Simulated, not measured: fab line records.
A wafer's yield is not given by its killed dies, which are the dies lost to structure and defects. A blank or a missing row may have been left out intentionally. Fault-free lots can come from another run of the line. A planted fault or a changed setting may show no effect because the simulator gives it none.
fab line records    flow nand_harc
record: lots: 6  wafers: 18  last_day: 32
route steps=1302 shown A_CONTACT@994 END@1302
lots with no fault: from the same line, run without faults
start_h: the number of hours between the record's first day and the start of the first shown wafer of the lot    wait_h: hours since the lot's step before    " as in the row above    L1.1+2: a single row standing in for several wafers    - value missing, or start not given    * or withheld: withheld    < > ~ a bound
route shown NAME@n: NAME is a module with steps in the file, n the number in the route of the first one    usual: mean/standard deviation of fault-free wafers    same: alike in all rows    chamber/n: place in a boat    sites: per-site readings    _std_site: the standard deviation of these    _edge_site: the outer-site mean with the inner-site mean subtracted    radius_mm: how far each site lies from the wafer's centre    mask NAME#n: copy n    behind: the most recent tool/chamber to have shaped the wafer    hold: cause of the lot's hold/its duration in hours/its outcome    device: names the non-switching transistor (n, p or np)    end of line: at the end of the route, the tests of the same wafers    a step without rows: its recipe alone    killed: dies that structure and defects cost at the first sort, which is not the same as the wafer's yield    map: a wafer's dies, x killed, . not, _ none there
set.NAME: the setting that was run; set.NAME@STEP: the one run at that earlier step    model.NAME: the simulator's own value behind a step, which no gauge read
a table for each step, a row for each wafer; lots at some steps of the route
services: the hour from which a tool's chamber was out of use, counted from the record's first day as start_h (under 0 if before that day), plus the number of hours and why
== steps ==
step: NHARC_A_CONTACT_EXPOSE_39
recipe: na: 1.35  sigma_outer: 0.8  dose_mj: 58.79  mask_id: A_CC_3
step: NHARC_A_CONTACT_PEB_40
recipe: peb_temp_c: 100  peb_time_s: 65
step: NHARC_A_CONTACT_DEVELOP_41
recipe: develop_time_s: 35  dev_temp_c: 23
step: NHARC_A_CONTACT_CD_MEAS_42
recipe: target_cd_nm: 300  landing_energy_ev: 500
usual: cd_nm: 300.5/0.67
lot.wafer  tool       chamber  start_h  wait_h  cd_nm
L542.2     cd_sem-03  0        503.58   -       300.4
L542.4     "          0        "        "       299.3
L542.5     "          0        "        "       300.7
L546.1     cd_sem-01  0        554.88   -       300.9
L546.4     "          0        "        "       301.5
L546.6     "          0        "        "       301.5
L548.1     cd_sem-02  0        571.79   -       300.3
L548.3     "          0        "        "       299.2
L548.5     "          0        "        "       300.6
L553.2     cd_sem-01  0        601.46   -       300.2
L553.5     "          0        "        "       300.4
L553.6     "          0        "        "       300.5
L554.1     cd_sem-01  0        627.03   -       300.3
L554.2     "          0        "        "       300.8
L554.5     "          0        "        "       299.9
L561.1     cd_sem-02  0        697.87   -       300.7
L561.4     "          0        "        "       300.7
L561.5     "          0        "        "       300.1
step: NHARC_A_CONTACT_OVL_MEAS_43
usual: overlay_x_nm: 0.1/0.9  overlay_y_nm: 0.1/0.95
lot.wafer  tool        chamber  start_h  wait_h  overlay_x_nm  overlay_y_nm
L542.2     overlay-01  -        503.67   -       -0.9          -0.5
L542.4     "           -        "        "       -0.6          -1.3
L542.5     "           -        "        "       -0.6          -0.9
L546.1     overlay-02  -        554.97   -       1.1           1.2
L546.4     "           -        "        "       1.2           1.3
L546.6     "           -        "        "       1.0           1.5
L548.1     overlay-01  -        571.88   -       1.1           0.2
L548.3     "           -        "        "       0.7           0.0
L548.5     "           -        "        "       1.1           -0.2
L553.2     overlay-01  -        601.55   -       -0.4          1.5
L553.5     "           -        "        "       -0.6          1.4
L553.6     "           -        "        "       -0.1          1.1
L554.1     overlay-01  -        627.12   -       1.3           -0.5
L554.2     "           -        "        "       1.4           -1.5
L554.5     "           -        "        "       1.0           -0.8
L561.1     overlay-02  -        697.96   -       0.1           0.3
L561.4     "           -        "        "       0.3           0.0
L561.5     "           -        "        "       0.0           -0.2
step: NHARC_A_CONTACT_INSPECT_44
usual: raw_defect_count: 85/38
lot.wafer  tool               chamber  start_h  wait_h  raw_defect_count
L542.2     defect_inspect-01  -        503.71   0.0     89
L542.4     "                  -        "        "       104
L542.5     "                  -        "        "       133
L546.1     defect_inspect-02  -        555.01   0.0     82
L546.4     "                  -        "        "       79
L546.6     "                  -        "        "       84
L548.1     defect_inspect-02  -        571.92   0.0     23
L548.3     "                  -        "        "       30
L548.5     "                  -        "        "       30
L553.2     defect_inspect-02  -        601.59   0.0     153
L553.5     "                  -        "        "       124
L553.6     "                  -        "        "       140
L554.1     defect_inspect-01  -        627.16   0.0     52
L554.2     "                  -        "        "       63
L554.5     "                  -        "        "       73
L561.1     defect_inspect-02  -        697.99   0.0     39
L561.4     "                  -        "        "       54
L561.5     "                  -        "        "       39
step: NHARC_A_CONTACT_DESCUM_47
recipe: time_s: 3  o2_flow_sccm: 200  ar_flow_sccm: 0  bias_power_w: 0  chemistry: O2
step: NHARC_A_CONTACT_ETCH_48
recipe: target_depth_a: 390  over_etch_frac: 0.3  time_s: 65  ion_energy_ev: 80  cf4_flow_sccm: 150  ar_flow_sccm: 0  rf_w: 300  bias_w: 100  chemistry: CF4
step: NHARC_A_CONTACT_ETCH_49
recipe: target_depth_a: 2600  over_etch_frac: 0.3  time_s: 475.3  ion_energy_ev: 200  n2_flow_sccm: 150  h2_flow_sccm: 150  ar_flow_sccm: 0  rf_w: 400  bias_w: 150  chemistry: N2/H2
step: NHARC_A_CONTACT_ETCH_50
recipe: target_depth_a: 1210  time_s: 60.5  cf4_flow_sccm: 100  chf3_flow_sccm: 30  ar_flow_sccm: 0  rf_w: 500  bias_w: 200  chemistry: CF4/CHF3
step: NHARC_A_CONTACT_ETCH_51
recipe: target_depth_a: 70000  over_etch_frac: 0.3  time_s: 1820  ion_energy_ev: 150  o2_flow_sccm: 400  cos_flow_sccm: 20  ar_flow_sccm: 0  rf_w: 500  bias_w: 300  chemistry: O2/COS
step: NHARC_A_CONTACT_ETCH_111
recipe: source_w: withheld  pressure_mtorr: 20  bias_v: withheld  time_s: 140  target_depth_a: 7000  ar_flow_sccm: withheld  c4f8_flow_sccm: withheld  o2_flow_sccm: withheld  chemistry: C4F8/O2/Ar
step: NHARC_A_CONTACT_ETCH_112
recipe: source_w: withheld  pressure_mtorr: 20  bias_v: 3000  time_s: 190  target_depth_a: 18500  ar_flow_sccm: withheld  c4f8_flow_sccm: withheld  o2_flow_sccm: withheld  chemistry: C4F8/O2/Ar
lot.wafer  tool             chamber  start_h  wait_h  rf_hours_counter_h
L542.2     har_cap_etch-02  0        505.85   0.2     89
L542.4     "                0        "        "       -
L542.5     "                0        "        "       -
L546.1     har_cap_etch-02  1        557.14   0.2     101
L546.4     "                0        "        "       -
L546.6     "                0        "        "       -
L548.1     har_cap_etch-02  1        574.03   0.2     103
L548.3     "                1        "        "       -
L548.5     "                0        "        "       -
L553.2     har_cap_etch-03  0        603.72   0.2     57
L553.5     "                0        "        "       -
L553.6     "                1        "        "       -
L554.2     har_cap_etch-01  1        629.42   0.2     21
L554.1     "                0        "        "       21
L554.5     "                1        "        "       -
L561.1     har_cap_etch-02  0        700.26   0.2     126
L561.4     "                0        "        "       -
L561.5     "                0        "        "       -
step: NHARC_A_CONTACT_ETCH_113
recipe: source_w: withheld  pressure_mtorr: 20  bias_v: 3000  time_s: 190  target_depth_a: 18500  ar_flow_sccm: withheld  c4f8_flow_sccm: withheld  o2_flow_sccm: withheld  chemistry: C4F8/O2/Ar
step: NHARC_A_CONTACT_ETCH_114
recipe: source_w: withheld  pressure_mtorr: 20  bias_v: 3000  time_s: 190  target_depth_a: 18500  ar_flow_sccm: withheld  c4f8_flow_sccm: withheld  o2_flow_sccm: withheld  chemistry: C4F8/O2/Ar
lot.wafer  tool             chamber  start_h  wait_h  rf_hours_counter_h
L542.2     har_cap_etch-02  0        506.19   0.1     90
L542.4     "                0        "        "       -
L542.5     "                0        "        "       -
L546.1     har_cap_etch-02  1        557.48   0.1     101
L546.4     "                0        "        "       -
L546.6     "                0        "        "       -
L548.1     har_cap_etch-02  1        574.37   0.1     103
L548.3     "                1        "        "       -
L548.5     "                0        "        "       -
L553.2     har_cap_etch-03  0        604.12   0.1     58
L553.5     "                0        "        "       -
L553.6     "                1        "        "       -
L554.2     har_cap_etch-01  1        629.76   0.1     22
L554.1     "                0        "        "       22
L554.5     "                1        "        "       -
L561.1     har_cap_etch-02  0        700.61   0.1     127
L561.4     "                0        "        "       -
L561.5     "                0        "        "       -
step: NHARC_A_CONTACT_ETCH_115
recipe: source_w: withheld  pressure_mtorr: 20  bias_v: 3000  time_s: 190  target_depth_a: 18500  ar_flow_sccm: withheld  c4f8_flow_sccm: withheld  o2_flow_sccm: withheld  chemistry: C4F8/O2/Ar
lot.wafer  tool             chamber  start_h  wait_h  rf_hours_counter_h
L542.2     har_cap_etch-02  0        506.36   0.1     90
L542.4     "                0        "        "       -
L542.5     "                0        "        "       -
L546.1     har_cap_etch-02  1        557.65   0.1     101
L546.4     "                0        "        "       -
L546.6     "                0        "        "       -
L548.1     har_cap_etch-02  1        574.54   0.1     103
L548.3     "                1        "        "       -
L548.5     "                0        "        "       -
L553.2     har_cap_etch-03  0        604.28   0.1     58
L553.5     "                0        "        "       -
L553.6     "                1        "        "       -
L554.2     har_cap_etch-01  1        629.93   0.1     22
L554.1     "                0        "        "       22
L554.5     "                1        "        "       -
L561.1     har_cap_etch-02  0        700.79   0.2     127
L561.4     "                0        "        "       -
L561.5     "                0        "        "       -
step: NHARC_A_CONTACT_ETCH_116
recipe: source_w: withheld  pressure_mtorr: 20  bias_v: 3000  time_s: 190  target_depth_a: 18500  ar_flow_sccm: withheld  c4f8_flow_sccm: withheld  o2_flow_sccm: withheld  chemistry: C4F8/O2/Ar
step: NHARC_A_CONTACT_ETCH_117
recipe: source_w: withheld  pressure_mtorr: 20  bias_v: 3000  time_s: 190  target_depth_a: 18500  ar_flow_sccm: withheld  c4f8_flow_sccm: withheld  o2_flow_sccm: withheld  chemistry: C4F8/O2/Ar
lot.wafer  tool             chamber  start_h  wait_h  rf_hours_counter_h
L542.2     har_cap_etch-02  0        506.70   0.1     90
L542.4     "                0        "        "       -
L542.5     "                0        "        "       -
L546.1     har_cap_etch-02  1        557.99   0.1     102
L546.4     "                0        "        "       -
L546.6     "                0        "        "       -
L548.1     har_cap_etch-02  1        574.88   0.1     104
L548.3     "                1        "        "       -
L548.5     "                0        "        "       -
L553.2     har_cap_etch-03  0        604.63   0.1     58
L553.5     "                0        "        "       -
L553.6     "                1        "        "       -
L554.2     har_cap_etch-01  1        630.28   0.1     22
L554.1     "                0        "        "       22
L554.5     "                1        "        "       -
L561.1     har_cap_etch-02  0        701.25   0.2     127
L561.4     "                0        "        "       -
L561.5     "                0        "        "       -
step: NHARC_A_CONTACT_ETCH_118
recipe: source_w: withheld  pressure_mtorr: 20  bias_v: 3000  time_s: 190  target_depth_a: 18500  ar_flow_sccm: withheld  c4f8_flow_sccm: withheld  o2_flow_sccm: withheld  chemistry: C4F8/O2/Ar
step: NHARC_A_CONTACT_ETCH_119
recipe: source_w: withheld  pressure_mtorr: 20  bias_v: 3000  time_s: 190  target_depth_a: 18500  ar_flow_sccm: withheld  c4f8_flow_sccm: withheld  o2_flow_sccm: withheld  chemistry: C4F8/O2/Ar
lot.wafer  tool             chamber  start_h  wait_h  rf_hours_counter_h
L542.2     har_cap_etch-02  0        507.04   0.1     91
L542.4     "                0        "        "       -
L542.5     "                0        "        "       -
L546.1     har_cap_etch-02  1        558.34   0.1     102
L546.4     "                0        "        "       -
L546.6     "                0        "        "       -
L548.1     har_cap_etch-02  1        575.22   0.1     104
L548.3     "                1        "        "       -
L548.5     "                0        "        "       -
L553.2     har_cap_etch-03  0        604.97   0.1     58
L553.5     "                0        "        "       -
L553.6     "                1        "        "       -
L554.2     har_cap_etch-01  1        630.62   0.1     22
L554.1     "                0        "        "       22
L554.5     "                1        "        "       -
L561.1     har_cap_etch-02  0        701.70   0.2     127
L561.4     "                0        "        "       -
L561.5     "                0        "        "       -
step: NHARC_A_CONTACT_ETCH_120
recipe: source_w: withheld  pressure_mtorr: 20  bias_v: 3000  time_s: 190  target_depth_a: 18500  ar_flow_sccm: withheld  c4f8_flow_sccm: withheld  o2_flow_sccm: withheld  chemistry: C4F8/O2/Ar
step: NHARC_A_CONTACT_ETCH_121
recipe: source_w: withheld  pressure_mtorr: 20  bias_v: 3000  time_s: 190  target_depth_a: 18500  ar_flow_sccm: withheld  c4f8_flow_sccm: withheld  o2_flow_sccm: withheld  chemistry: C4F8/O2/Ar
lot.wafer  tool             chamber  start_h  wait_h  rf_hours_counter_h
L542.2     har_cap_etch-02  0        507.38   0.1     91
L542.4     "                0        "        "       -
L542.5     "                0        "        "       -
L546.1     har_cap_etch-02  1        558.68   0.1     102
L546.4     "                0        "        "       -
L546.6     "                0        "        "       -
L548.1     har_cap_etch-02  1        575.56   0.1     104
L548.3     "                1        "        "       -
L548.5     "                0        "        "       -
L553.2     har_cap_etch-03  0        605.31   0.1     59
L553.5     "                0        "        "       -
L553.6     "                1        "        "       -
L554.2     har_cap_etch-01  1        630.96   0.1     23
L554.1     "                0        "        "       23
L554.5     "                1        "        "       -
L561.1     har_cap_etch-02  0        702.16   0.2     128
L561.4     "                0        "        "       -
L561.5     "                0        "        "       -
step: NHARC_A_CONTACT_ETCH_122
recipe: source_w: withheld  pressure_mtorr: 20  bias_v: 3000  time_s: 190  target_depth_a: 18500  ar_flow_sccm: withheld  c4f8_flow_sccm: withheld  o2_flow_sccm: withheld  chemistry: C4F8/O2/Ar
step: NHARC_A_CONTACT_ETCH_123
recipe: source_w: withheld  pressure_mtorr: 20  bias_v: 400  time_s: 490  target_depth_a: 21100  ar_flow_sccm: withheld  c4f8_flow_sccm: 11.5  o2_flow_sccm: 7.2  chemistry: C4F8/O2/Ar
step: NHARC_A_CONTACT_ETCH_90
recipe: target_depth_a: 400  over_etch_frac: 0.5  time_s: 85.7  ion_energy_ev: 120  ch3f_flow_sccm: 50  o2_flow_sccm: 30  ar_flow_sccm: 200  rf_w: 500  bias_w: 100  chemistry: CH3F/O2
step: NHARC_A_CONTACT_ETCH_96
recipe: target_depth_a: 200  over_etch_frac: 0.5  time_s: 10  ion_energy_ev: 250  c4f6_flow_sccm: 25  o2_flow_sccm: 20  ar_flow_sccm: 500  rf_w: 600  bias_w: 500  chemistry: C4F6/O2
step: NHARC_A_CONTACT_CD_MEAS_53
usual: cd_nm: 289.5/0.72
lot.wafer  tool       chamber  start_h  wait_h  cd_nm
L542.2     cd_sem-03  -        508.89   -       289.4
L542.4     "          -        "        "       289.6
L542.5     "          -        "        "       290.4
L546.1     cd_sem-02  -        560.18   -       289.5
L546.4     "          -        "        "       290.0
L546.6     "          -        "        "       290.1
L548.1     cd_sem-02  -        577.10   -       287.4
L548.3     "          -        "        "       287.6
L548.5     "          -        "        "       288.0
L553.2     cd_sem-01  -        606.84   -       289.2
L553.5     "          -        "        "       289.5
L553.6     "          -        "        "       289.2
L554.1     cd_sem-01  -        632.49   -       288.5
L554.2     "          -        "        "       289.2
L554.5     "          -        "        "       289.8
L561.1     cd_sem-03  -        703.96   -       290.2
L561.4     "          -        "        "       289.7
L561.5     "          -        "        "       289.5
step: NHARC_A_CONTACT_STRIP_99
recipe: n2_flow_sccm: 150  h2_flow_sccm: 150  ar_flow_sccm: 0  bias_w: 0  chemistry: N2/H2
step: NHARC_A_CONTACT_STRIP_100
recipe: cf4_flow_sccm: 100  chf3_flow_sccm: 30  ar_flow_sccm: 0  bias_w: 0  chemistry: CF4/CHF3
step: NHARC_A_CONTACT_STRIP_101
recipe: o2_flow_sccm: 400  cos_flow_sccm: 20  ar_flow_sccm: 0  bias_w: 0  chemistry: O2/COS
step: NHARC_A_CONTACT_ETCH_102
recipe: target_depth_a: 1000  overetch_a: 100  time_s: 55  ion_energy_ev: 100  cf4_flow_sccm: 80  o2_flow_sccm: 20  ar_flow_sccm: 0  rf_w: 300  bias_w: 100  chemistry: CF4/O2
step: NHARC_A_CONTACT_STRIP_55
recipe: o2_flow_sccm: 500  ar_flow_sccm: 0  bias_w: 0  chemistry: O2
step: NHARC_A_CONTACT_STRIP_56
recipe: time_s: 600  temp_c: 30  chemistry: post_etch_residue_remover
step: NHARC_A_CONTACT_DEP_57
recipe: target_thk_a: 53000  temp_c: 400  material: aC
step: NHARC_A_CONTACT_DEP_58
recipe: target_thk_a: 900  target_thk_nm: 90  temp_c: 400  pressure_torr: 3.5  flow_sccm: 200  rf_w: 350  material: SiON
step: NHARC_A_CONTACT_DEHYDRATE_59
recipe: temp_c: 150  time_s: 120
step: NHARC_A_CONTACT_HMDS_60
recipe: time_s: 30
step: NHARC_A_CONTACT_COAT_61
recipe: temp_c: 260  time_s: 75
step: NHARC_A_CONTACT_COAT_62
recipe: temp_c: 225  time_s: 65
step: NHARC_A_CONTACT_COAT_63
recipe: spin_rpm: 1500  resist_thk_nm: 90
step: NHARC_A_CONTACT_SOFTBAKE_64
recipe: temp_c: 105  time_s: 55
step: NHARC_A_CONTACT_EBR_65
step: NHARC_END_SORT_01
recipe: temp_c: 25
usual: killed_at_array: 52/19  killed_at_other: 1.0/1.2  killed_at_periphery: 4.1/2.8  killed_dies: 57/19  killed_open: 3.1/1.7  killed_short: 2.5/1.5
same: gross_dies: 677
lot.wafer  tool       chamber  start_h  wait_h  killed_at_array  killed_at_other  killed_at_periphery  killed_dies  killed_open  killed_short
L546.1     prober-02  0        624.35   2.5     147              2                2                    151          5            3
L546.4     prober-02  0        626.76   3.4     128              0                1                    129          2            2
L546.6     prober-02  0        628.37   4.0     126              0                1                    127          3            2
L548.1     prober-01  0        642.99   2.5     119              0                10                   129          3            5
L548.3     prober-01  0        644.59   3.1     109              0                7                    116          1            1
L548.5     prober-01  0        646.20   3.7     100              0                9                    109          8            2
killed by level:class
L546.1 A_CONTACT:unspecified=88 A_CHANNEL_HOLE_D1:chamber_film_flake=35 A_CHANNEL_HOLE_D2:chamber_film_flake=11 A_CONTACT:chamber_film_flake=3 A_DECK1_JOINT:chamber_film_flake=2 P_GATE:geometric_particle:open=1 A_ONON_D1:geometric_particle:short=1 A_ONON_D1:geometric_particle:open=1
L546.4 A_CONTACT:unspecified=66 A_CHANNEL_HOLE_D1:chamber_film_flake=33 A_CHANNEL_HOLE_D2:chamber_film_flake=17 A_STAIRCASE:chamber_film_flake=3 A_CONTACT:chamber_film_flake=3 P_STI:geometric_particle:open=1 A_ONON_D2:geometric_particle:open=1 A_ONON_D2:geometric_particle:short=1
L546.6 A_CONTACT:unspecified=67 A_CHANNEL_HOLE_D1:chamber_film_flake=38 A_CHANNEL_HOLE_D2:chamber_film_flake=6 A_ZERO_WELL:chamber_film_flake=3 A_CONTACT:chamber_film_flake=3 A_DECK1_JOINT:chamber_film_flake=2 A_STAIRCASE:chamber_film_flake=2 A_CHANNEL_HOLE_D1:geometric_particle:open=1
L548.1 A_CONTACT:unspecified=90 A_CHANNEL_HOLE_D2:chamber_film_flake=8 P_GATE:chamber_film_flake=5 A_CHANNEL_HOLE_D1:chamber_film_flake=4 A_CONTACT:chamber_film_flake=4 P_M0:geometric_particle:short=2 A_CHANNEL_FILL_D2:chamber_film_flake=2 A_SGD_CUT:chamber_film_flake=2
L548.3 A_CONTACT:unspecified=84 A_CHANNEL_HOLE_D2:chamber_film_flake=13 P_GATE:chamber_film_flake=5 A_CONTACT:chamber_film_flake=4 P_M0:chamber_film_flake=2 A_CHANNEL_FILL_D2:chamber_film_flake=2 A_CHANNEL_FILL_D1:geometric_particle:open=1 A_DECK1_JOINT:geometric_particle:short=1
L548.5 A_CONTACT:unspecified=68 A_CHANNEL_HOLE_D2:chamber_film_flake=15 A_CHANNEL_HOLE_D1:chamber_film_flake=4 P_GATE:chamber_film_flake=3 A_CONTACT:chamber_film_flake=3 P_M0:geometric_particle:short=2 A_ONON_D2:geometric_particle:open=2 A_M0:geometric_particle:open=2
map L546.1 (x killed, . not)
____________.____________
_________......._________
_______..........._______
______.............______
_____..............._____
____.................____
____.................____
___...................___
___...................___
__......x..............__
__................xxx..__
_.x....x.............x.._
_....x.x.........xxxxx.._
_...xx...........xxxxx.._
_....x...x.x.....xxxxxx._
_..........x.x..xxxxxxxx_
......x..xx.xxxxxxxxxxxxx
..xx.xx.........xxxxxxxxx
..x...x..x.xxx.xxxxxxxx..
x........xxxx.x.xxxxxxxxx
..........xx..xxxxxxxxxx.
_.........x.xxx.xxxxxxx._
_......x..xxxxxx...xxx.x_
_.........xx.xx...xxxx.._
_...........xx......x..._
_.........x............._
__................x....__
__................x....__
___..............x....___
___..............x....___
____.................____
____.......x.........____
_____..............._____
______........x....______
_______.......x..._______
_________......._________
____________.____________
map L548.1 (x killed, . not)
____________.____________
_________......._________
_______........x.._______
______.........x...______
_____..............._____
____................x____
____...............x.____
___...............x...___
___..............x...x___
__..............x......__
__...........x.......x.__
_........x.......xxxxx.._
_..x.x...........xxxxxx._
_..x.x..x.......xxxxxxxx_
_......x.x....x.xxxxxxxx_
_....xx........xxxxxxxx._
....x.xx.x......xxxxxxxx.
............x..xxxxxxxxxx
.................xxxxxxxx
.................xxxxxxxx
................xxxxxxxx.
_.........x.....x..xxx.._
_........x.......xxxxx.x_
_..................xxx.x_
_...................xx.._
_.......x.........x....._
__.....................__
__................x....__
___....x..........x...___
___..........x........___
____.................____
____........x........____
_____....x.........._____
______.............______
_______..........._______
_________......._________
____________.____________
== services ==
tool             chamber  start_h  hours  kind
har_cap_etch-01  -        497.00   17.0   pm
har_cap_etch-01  0        497.00   17.0   vent_cycle
har_cap_etch-01  1        497.00   17.0   vent_cycle
har_cap_etch-01  0        514.00   -      clean
har_cap_etch-01  1        514.00   -      clean
== key ==
first_sign: step: NHARC_END_SORT_01  reading: killed_dies  direction: up  sigmas: 3.7  usual: 57  struck: 127
effect: step: NHARC_END_SORT_01  reading: killed_at_array  direction: up  sigmas: 3.7  usual: 52  struck: 122
more_kills_born_at: NHARC_A_CONTACT_ETCH_112@har_cap_etch-02: 449
met_at NHARC_A_CONTACT_ETCH_112
struck_wafers L546.1,L546.4,L546.6,L548.1,L548.3,L548.5
tester_left_out L546,L548
onset_between 505.85 557.14
fault: kind: chamber_particle_source  tool: har_cap_etch-02  chamber: -  onset_h: 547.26  steps: NHARC_A_CONTACT_ETCH_112  rate_per_visit_cm2: 0.92802  end_h: 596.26
tester_left_out: of these lots the tester's yield and bins aren't shown, on N5 and GAA mostly nor the transistor test; their killed dies are dies lost to structure and defects alone, not to doping, threshold or leakage, so they don't give the yield
